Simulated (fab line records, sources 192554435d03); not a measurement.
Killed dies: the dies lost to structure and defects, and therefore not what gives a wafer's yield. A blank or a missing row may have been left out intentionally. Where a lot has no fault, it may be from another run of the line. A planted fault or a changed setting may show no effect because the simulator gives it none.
Split-lot trial | flow n5-finfet | 21 wafers read across 7 lots, on a route 1938 steps long

== THE SPLIT ITSELF ==
At N5_BEOL_M9_TRENCH_ETCH_37 (etches SiCOH lowk in C4F6/O2, target depth 151.43 nm, time 49 s), the setting source-w was moved away from the recipe's 345 W on 2 of the 21 wafers read, by -15.0% to -8.9%. This setting was run at the recipe's value on the other wafers.

The reading comes from the split's own step.

== THE READING ==
BEOL_M9.feature-depth-nm (the simulator's own value, which no gauge read), in nm, at N5_BEOL_M9_TRENCH_ETCH_37 (etches SiCOH lowk in C4F6/O2, target depth 151.43 nm, time 49 s). The file gives no usual value for it. The 19 wafers here that ran the recipe average 151.3 nm, standard deviation 2.2 nm.

wafer  | tool, chamber at the split | source-w as run, W | against the recipe | BEOL_M9.feature-depth-nm, nm | against lot-mates on the recipe
L080.1 | rie-diel-05, 3             | 345                | recipe             | 150.4                        | -
L080.2 | rie-diel-05, 0             | 345                | recipe             | 150                          | -
L080.6 | rie-diel-05, 0             | 345                | recipe             | 149.4                        | -
L081.2 | rie-diel-02, 1             | 345                | recipe             | 147.8                        | -
L081.5 | rie-diel-02, 1             | 345                | recipe             | 149.8                        | -
L081.6 | rie-diel-02, 2             | 345                | recipe             | 150.6                        | -
L083.1 | rie-diel-06, 3             | 345                | recipe             | 153                          | -
L083.2 | rie-diel-06, 2             | 345                | recipe             | 149.2                        | -
L083.6 | rie-diel-06, 0             | 345                | recipe             | 148                          | -
L087.2 | rie-diel-02, 2             | 345                | recipe             | 152                          | -
L087.5 | rie-diel-02, 1             | 345                | recipe             | 149.6                        | -
L087.6 | rie-diel-02, 2             | 345                | recipe             | 152                          | -
L089.1 | rie-diel-05, 2             | 345                | recipe             | 153.4                        | -
L089.3 | rie-diel-05, 3             | 314.4              | -8.9%              | 147.6                        | -4.3
L089.4 | rie-diel-05, 1             | 345                | recipe             | 150.4                        | -
L092.1 | rie-diel-05, 2             | 345                | recipe             | 153                          | -
L092.3 | rie-diel-05, 0             | 345                | recipe             | 155.6                        | -
L092.5 | rie-diel-05, 0             | 345                | recipe             | 155.2                        | -
L096.1 | rie-diel-05, 1             | 293.3              | -15.0%             | 142                          | -10.7
L096.3 | rie-diel-05, 2             | 345                | recipe             | 152.2                        | -
L096.6 | rie-diel-05, 2             | 345                | recipe             | 153.2                        | -

FIT RESULTS
A straight line over all 21 wafers: BEOL_M9.feature-depth-nm changes by +0.57 nm for each +1% of source-w; r = +0.70; the points scatter about the line by 2.2 nm.
The same after taking each lot's own level away (the mean of its wafers on the recipe; 21 wafers): +0.657 nm for each +1%; r = +0.88; scatter 1.3 nm.
According to that fit, moving source-w by its largest amount changes the reading by 9.8 nm.
The lots' own levels span 149.40 to 154.60 nm, that is 2.4 times the standard deviation above.
So the lot-to-lot level blurs the effect unless lot-mates are compared.
Check: with one of the wafers moved furthest among these (-15.0%) left out of the fit, the line predicts -7.27 nm for it against its lot-mates. Against them it came out at -10.7 nm.

== FURTHER SPLITS ON THESE WAFERS ==
Other splits were also applied to these wafers ahead of the reading. Each is held against what the fit with the lots' levels taken away leaves over:
other split on the same wafers | wafers away from the commonest value | r with BEOL_M9.feature-depth-nm (lot level and that fit taken away)
N5_BEOL_M8_COAT_22 spin-rpm    | 9                                    | -0.07

== THE WHOLE CHAIN: every reading that the file lists as answering this split, in the file's order ==
step                      | what it does                                                    | reading                                                                   | change (the file's fit)               | r (the file's)
N5_BEOL_M9_TRENCH_ETCH_37 | etches SiCOH lowk in C4F6/O2, target depth 151.43 nm, time 49 s | etch.depth-nm (the simulator's own value, which no gauge read)            | +0.658 nm for each +1% of the setting | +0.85
N5_BEOL_M9_TRENCH_ETCH_37 | etches SiCOH lowk in C4F6/O2, target depth 151.43 nm, time 49 s | BEOL_M9.feature-depth-nm (the simulator's own value, which no gauge read) | +0.655 nm for each +1% of the setting | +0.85

== FILE'S OWN FIT ==
BEOL_M9.feature-depth-nm changes by +0.655 nm for each +1% of source-w, r = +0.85.
